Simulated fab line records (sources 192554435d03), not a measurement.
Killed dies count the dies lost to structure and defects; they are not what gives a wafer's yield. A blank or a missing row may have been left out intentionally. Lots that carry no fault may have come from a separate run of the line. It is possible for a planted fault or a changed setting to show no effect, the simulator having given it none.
Split-lot trial | flow n5Finfet | on a route of 1938 steps: 7 lots, 21 wafers read

## ON THE SPLIT
At N5_HKMG_FIN_EXPOSE_46 (exposes mask NDIPOLE), the setting doseMj was moved away from the recipe's 40 on 5 of the 21 wafers read, by -6.0% to +6.0%. The other wafers ran this setting at the recipe's value.

## FROM THE SPLIT TO THE READING: what the file shows between them, 2 steps
- N5_HKMG_FIN_PEB_47: peb time 60 s
- N5_HKMG_FIN_DEVELOP_48: develop time 30 s

## THE READING
Shown in nm: cdNm at N5_HKMG_FIN_CD_MEAS_49, with target cd 202 nm. A value of 202.0 nm with a standard deviation of 0.58 nm is what fault-free wafers of this fab line usually give.

wafer  | tool, chamber at the split | doseMj as run | against the recipe | cdNm, nm | against lot-mates on the recipe
L080.1 | arfiScanner-02, 0          | 40            | recipe             | 202.7    | -
L080.3 | arfiScanner-02, 0          | 40            | recipe             | 202.3    | -
L080.6 | arfiScanner-02, 0          | 40            | recipe             | 202.3    | -
L081.1 | arfiScanner-03, 0          | 42.38         | +6.0%              | 206.2    | +4.1
L081.4 | arfiScanner-03, 0          | 40            | recipe             | 202.1    | -
L081.6 | arfiScanner-03, 0          | 42.38         | +6.0%              | 205.9    | +3.8
L082.2 | arfiScanner-02, 0          | 40            | recipe             | 202.3    | -
L082.4 | arfiScanner-02, 0          | 40            | recipe             | 202.2    | -
L082.5 | arfiScanner-02, 0          | 40            | recipe             | 202.0    | -
L083.4 | arfiScanner-01, 0          | 40            | recipe             | 201.2    | -
L083.5 | arfiScanner-01, 0          | 40            | recipe             | 201.5    | -
L083.6 | arfiScanner-01, 0          | 40            | recipe             | 201.0    | -
L089.2 | arfiScanner-03, 0          | 38.49         | -3.8%              | 199.7    | -2.6
L089.3 | arfiScanner-03, 0          | 40            | recipe             | 203.0    | -
L089.4 | arfiScanner-03, 0          | 40            | recipe             | 201.5    | -
L093.1 | arfiScanner-02, 0          | 40            | recipe             | 202.0    | -
L093.4 | arfiScanner-02, 0          | 40            | recipe             | 201.6    | -
L093.5 | arfiScanner-02, 0          | 40            | recipe             | 202.1    | -
L094.2 | arfiScanner-01, 0          | 37.6          | -6.0%              | 197.4    | -4.0
L094.3 | arfiScanner-01, 0          | 40            | recipe             | 201.4    | -
L094.6 | arfiScanner-01, 0          | 37.6          | -6.0%              | 197.6    | -3.8

FIT RESULTS
A straight line over all 21 wafers: cdNm changes by +0.704 nm for each +1% of doseMj; r = +0.97; the points scatter about the line by 0.5 nm.
The same after taking each lot's own level away (the mean of its wafers on the recipe; 21 wafers): +0.659 nm for each +1%; r = +0.99; scatter 0.29 nm.
According to that fit, moving doseMj by its largest amount changes the reading by 4 nm.
From 201.23 to 202.43 nm: that is the span of the lots' own levels, equal to 2.1 times the standard deviation above.
Consequently the slope shifts little with the lot-to-lot level, the two slopes agreeing.
Check: for one of the wafers moved furthest among these (-6.0%), held out of the fit, the line's prediction against its lot-mates is -3.93 nm. Against them it came out at -4 nm.

## THE WHOLE CHAIN: every reading that the file lists as answering this split, in the file's order
step                   | what it does                                           | reading                                                              | change (the file's fit)               | r (the file's)
N5_HKMG_FIN_CD_MEAS_49 | target cd 202 nm                                       | cdNm                                                                 | +0.662 nm for each +1% of the setting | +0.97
N5_HKMG_FIN_ETCH_54    | etches SiARC in CF4, target depth 45.5 nm, time 75.8 s | HKMG_FIN.cdOffsetNm (the simulator's own value, which no gauge read) | +0.67 nm for each +1% of the setting  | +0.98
N5_HKMG_FIN_ETCH_58    | etches SOC in N2/H2, target depth 215.8 nm, time 741 s | HKMG_FIN.cdOffsetNm (the simulator's own value, which no gauge read) | +0.676 nm for each +1% of the setting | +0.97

## FILE'S OWN FIT
cdNm changes by +0.662 nm for each +1% of doseMj, r = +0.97.
